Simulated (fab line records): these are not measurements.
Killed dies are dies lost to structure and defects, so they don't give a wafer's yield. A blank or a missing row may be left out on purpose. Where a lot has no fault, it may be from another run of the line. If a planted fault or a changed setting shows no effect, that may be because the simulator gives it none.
Problem report in the 8D (eight disciplines) form, filled by code | flow n5_finfet | the parts of the form that need people (team, actions taken, sign-off) are left out

## 1. PROBLEM STATEMENT
trench_depth_nm at N5_BEOL_M10_OCD_MEAS_38 reads a mean of 192 nm on 3 wafers of 2 lots; wafers without a fault read 150 nm with a standard deviation of 3.4. Relative to the usual mean, that is a shift of +12 standard deviations.
Seen first at day 13 06:23 on ocd-02, wafer L585.2. The record holds 21 wafers of 7 lots with a number at this step. Rule for "out" (also "out of limits"): further than 4 standard deviations from the usual mean. The other wafers with a number count as sound.

## 2. WHAT IT IS, WHAT IT ISN'T
question                    | is                     | is not
which readings at this step | trench_depth_nm        | -
which lots                  | L585, L586             | L577, L588, L593, L597, L598
which wafers of those lots  | L585.2, L585.5, L586.2 | L585.1, L586.4, L586.6
read on which gauges        | ocd-02                 | ocd-01
when                        | from day 13 06:23      | up to then (4 sound wafers); but 14 sound wafers of L586, L588, L593, L597, L598 came after

## 3. THE SUSPECTS, EACH WITH WHAT RULES IT OUT
Counting: any tool at a process step up to the reading remains a suspect provided it ran every lot that is out. Sound lots after the first of them don't rule it out here, since some wafers of a struck lot are sound.
- the gauge at N5_BEOL_M10_OCD_MEAS_38 has been ruled out. All the wafers that are out were read on ocd-02, but those of them that N5_BEOL_M10_TRENCH_ETCH_37 has rows for are out there too, on other tools.
- rie_diel-06 at N5_BEOL_M10_TRENCH_ETCH_37 (etches SiCOH lowk in C4F6/O2, target depth 148.83 nm, time 48 s): kept. It ran every lot that is out, first L585 (day 13 06:12). Its own run_length_s readings are out on those wafers.
- Within rie_diel-06 at N5_BEOL_M10_TRENCH_ETCH_37: the wafers that are out ran in chamber 0; their sound lot-mates ran in chambers 1, 3.
The count leaves rie_diel-06 at N5_BEOL_M10_TRENCH_ETCH_37.

## 4. THE CAUSE (what the simulator had put in)
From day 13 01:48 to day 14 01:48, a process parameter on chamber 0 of rie_diel-06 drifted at N5_BEOL_M10_TRENCH_ETCH_37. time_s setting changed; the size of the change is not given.
The count eliminated every tool but this one.

## 5. SEQUENCE OF EFFECTS, ordered by route
Each row: a reading where the mean over the struck wafers with a number is more than 3 standard deviations away from the usual. Only readings for which the record gives a usual standard deviation are gone through. hours: the time from each lot's start at the first step in this table that gives one to its start at this step, as a median over the lots. sigmas: the change in usual standard deviations.
hours | step                       | reading           | usual        | on struck wafers | change | sigmas
0     | N5_BEOL_M10_TRENCH_ETCH_37 | run_length_s      | 71.3 s       | 86.5             | +15.2  | +42
0     | N5_BEOL_M10_OCD_MEAS_38    | trench_depth_nm   | 150 nm       | 192              | +42    | +12
3     | N5_BEOL_M10_THK_MEAS_53    | M10_THK           | 143 nm       | 183              | +40    | +11
3     | N5_BEOL_M10_RS_MEAS_57     | M10_RS            | 0.150 ohm/sq | 0.114            | -0.036 | -8.7
36    | N5_BEOL_M15_RC_MEAS_101    | SERP_M10          | 3.02 ohm/um  | 2.28             | -0.74  | -7.4
36    | N5_BEOL_M15_RC_MEAS_101    | SERP_M10_max_site | 3.10 ohm/um  | 2.35             | -0.75  | -6.8
It contains these process steps:
- N5_BEOL_M10_TRENCH_ETCH_37: etches SiCOH lowk in C4F6/O2, target depth 148.83 nm, time 48 s.

## 6. WHAT WOULD HAVE CAUGHT IT SOONER
Counted from the fault's start at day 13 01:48, it took 5 hours until the first out-of-limits reading at a measuring or inspecting step in this record, taken at day 13 06:23.
Tool's own readings at N5_BEOL_M10_TRENCH_ETCH_37, run_length_s: out on all struck wafers the step has rows for; an alarm limit on them would have tripped on the first.
Among the 2 lots that are out, L586 began N5_BEOL_M10_TRENCH_ETCH_37 on rie_diel-06 after day 13 06:23. A tool hold placed at that time would have kept it from harm.
